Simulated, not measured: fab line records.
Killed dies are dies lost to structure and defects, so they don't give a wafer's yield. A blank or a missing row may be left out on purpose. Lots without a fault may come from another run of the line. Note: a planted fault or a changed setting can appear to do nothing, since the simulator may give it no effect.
A struck lot beside a sound one || flow n5-finfet || 19 out of 1938 route steps
Sound: these wafers, L967.1, L967.3, L967.5. Wafers L975.1, L975.2, L975.3 were the ones struck. The cause is named last.
For every step that has rows: the tool of each side, followed by ch and its chambers, followed by its first start. Under that, the readings that differ: sound wafers || struck wafers || difference of the means || sigmas: that difference in standard deviations of wafers without a fault.
alike: words and numbers the same on both sides, and readings whose means are apart by under 2 such deviations; not compared: readings that were withheld, readings missing a value for some wafer, numbers with overlapping values and no deviation given by the record, and bounds like >300 which may hide the same value.
Wherever a step has rows on one side only, a row that says differs or no value, or a row with sigmas, the two part there. When numbers do not overlap yet have no deviation, they are printed without sigmas and do not part them. A reading missing from all wafers of one side parts the sides only when that side holds two or more wafers.

N5_BEOL_M10_STRIP_77: strips in N2/H2, time 10 s.
  sound on rie-diel-05 ch 0,1,3; struck on rie-diel-05 ch 0,2,3
  alike: chamber-pressure-mTorr, drypump-motor-current-A, oes-product-au, rf-vpp-V, showerhead-plenum-p-Torr, throttle-valve-pct
  not compared: rf-hours-counter-h
N5_BEOL_M10_OCD_MEAS_38:
  sound on ocd-02, day 9 19:05; struck on ocd-01, day 12 10:33
  alike: trench-depth-nm
then, 4 steps without rows for these wafers: N5_BEOL_M10_HM_STRIP_39 (strips TiN in peroxide tin strip, target depth 25 nm, time 158 s); N5_BEOL_M10_SRD_40 (time 30 s); N5_BEOL_M10_PRECLEAN_42 (cleans in residue remover, time 60 s); N5_BEOL_M10_SRD_43 (time 30 s).
N5_BEOL_M10_CD_MEAS_35: target cd 70 nm.
  sound on cd-sem-03, day 9 19:14; struck on cd-sem-01, day 12 10:43
  alike: cd-nm
N5_BEOL_M10_CURE_72: cures SiCOH lowk, time 120 s.
  sound on uv-cure-03 ch 0, day 9 19:16; struck on uv-cure-01 ch 2, day 12 10:46
  alike: lamp-power-pct, wafer_temp_C_max
then, 2 steps without rows for these wafers: N5_BEOL_M10_DEGAS_44 (time 60 s); N5_BEOL_M10_PRE_CLEAN_45 (time 30 s).
N5_BEOL_M10_ALD_74: deposits TaN, target thk 2 nm, pulse time 2 s, purge time 3 s.
  sound on ald-metal-01 ch 0,3, day 9 22:15; struck on ald-metal-02 ch 0,1,2, day 12 11:21
  alike: heater-power-w, precursor-vessel-carrier-sccm
next, for these wafers, 1 step has no rows: N5_BEOL_M10_SURFACE_TREAT_76.
N5_BEOL_M10_CVD_75: deposits Co from CCTBA/H2, target thk 2 nm, time 138.9 s.
  sound on cvd-co-02 ch 0,1, day 9 22:38; struck on cvd-co-02 ch 0,1,2, day 12 12:08
N5_BEOL_M10_SPUTTER_48: material Cu, target thk 12 nm, time 2 s.
  sound on pvd-sputter-02, day 9 22:47; struck on pvd-sputter-01, day 12 12:16
  alike: throttle-valve-pct
then, 1 step without rows for these wafers: N5_BEOL_M10_ECD_50 (material Cu, target thk 318 nm).
N5_BEOL_M10_ANNEAL_51: time 90 s.
  sound on rtp-anneal-01 ch 0, day 9 23:01; struck on rtp-anneal-02 ch 0, day 12 12:29
{"reading": "anneal-temp-c-max", "sound": "225.72 225.46 225.67", "struck": "225.90 226.20 226.14", "difference": "+0.46", "sigmas": "+2"}
{"reading": "wafer_temp_C_max", "sound": "226.33 226.34 226.67", "struck": "225.74 225.75 225.70", "difference": -0.72, "sigmas": -3}
N5_BEOL_M10_CMP_52: polishes, stops on SiCOH lowk, t overpolish 7 s, target thk 140 nm.
  sound on cmp-02 ch 2,3, day 9 23:19; struck on cmp-02 ch 1,2,3, day 12 13:02
{"reading": "barrier-field-endpoint-s (s)", "sound": "28.2 28.5 28.1", "struck": "31.7 32.6 31.3", "difference": "+3.6", "sigmas": "+5"}
  alike: motor-current-A, overpolish-run-s, slurry-filter-dp-kPa, time-to-endpoint-s
N5_BEOL_M10_THK_MEAS_53: measures by xrf.
  sound on film-metro-02, day 9 23:36; struck on film-metro-01, day 12 13:20
  alike: M10_THK
next, for these wafers, 1 step has no rows: N5_PASSIVATION_PROBE_49.

## WHERE THEY PART
Earliest at N5_BEOL_M10_ANNEAL_51; latest, in this record, at N5_BEOL_M10_CMP_52. Later steps at which nothing parts them and some readings are alike: N5_BEOL_M10_THK_MEAS_53.

WHY: what the simulator had put in
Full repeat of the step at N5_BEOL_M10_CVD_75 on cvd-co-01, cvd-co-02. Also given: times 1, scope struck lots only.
